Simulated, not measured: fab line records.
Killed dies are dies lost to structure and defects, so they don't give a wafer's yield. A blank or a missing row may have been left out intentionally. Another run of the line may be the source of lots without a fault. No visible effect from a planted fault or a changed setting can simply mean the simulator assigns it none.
Chamber matching ; flow n5Finfet ; N5_MOL_CONTACT_COAG_DESCUM_45 on rieDiel-02: 4 sister chambers
The step chemistry O2, time 7 s. 16 wafers are shown with their chamber, then 8 later ones without.

== WAFERS WITH THEIR CHAMBER ==
wafer;chamber;drypumpMotorCurrentA (A);oesProductAu (a.u.);showerheadPlenumPTorr (Torr)
L074.1;1;5.7;0.76;2.08
L074.2;3;5.8;0.72;2.15
L074.3;0;6.2;0.90;2.14
L074.4;2;4.9;0.76;2.10
L074.5;1;5.7;0.76;2.08
L074.6;2;4.9;0.76;2.10
L083.1;2;4.9;0.75;2.09
L083.5;2;4.9;0.75;2.09
L083.6;1;5.7;0.74;2.08
L084.3;1;5.7;0.74;2.08
L084.5;1;5.7;0.73;2.08
L084.6;0;6.3;0.87;2.13
L085.1;3;5.8;0.70;2.14
L085.2;2;4.8;0.75;2.09
L085.3;0;6.2;0.87;2.13
L085.4;1;5.6;0.73;2.07

SIGNATURES (averages over the wafers above)
reading;chamber 0;chamber 1;chamber 2;chamber 3;scatter within a chamber
drypumpMotorCurrentA;6.233;5.683;4.880;5.800;0.0438
oesProductAu;0.8800;0.7433;0.7540;0.7100;0.0124
showerheadPlenumPTorr;2.1333;2.0783;2.0940;2.1450;0.00516
Rule: distance of a wafer from a chamber = root of the sum over the readings of ((wafer's reading minus chamber's mean) / reading's scatter) squared. The wafer belongs to the nearest chamber; if the next one is less than 2 further off, it can't be placed. How the scatter is found: for the shown wafers, subtract from each reading the mean of its chamber, square and add these, divide the total by (wafers less chambers), then take the root.

== WAFERS WHOSE CHAMBER IS MISSING ==
wafer;drypumpMotorCurrentA (A);oesProductAu (a.u.);showerheadPlenumPTorr (Torr)
L085.5;4.9;0.74;2.09
L085.6;5.7;0.74;2.07
L096.1;6.2;0.83;2.12
L096.3;5.7;0.71;2.07
L096.6;5.7;0.72;2.07
L094.1;4.9;0.72;2.08
L094.2;5.7;0.71;2.07
L094.6;4.9;0.72;2.08

== CHAMBER TAKEN BY EACH ==
wafer;from the rows above;in truth
L085.5;2;2
L085.6;1;1
L096.1;0;0
L096.3;1;1
L096.6;1;1
L094.1;2;2
L094.2;1;1
L094.6;2;2
8 of 8 placed correctly. Left unplaced by these rows: 0. Placed wrongly: 0.
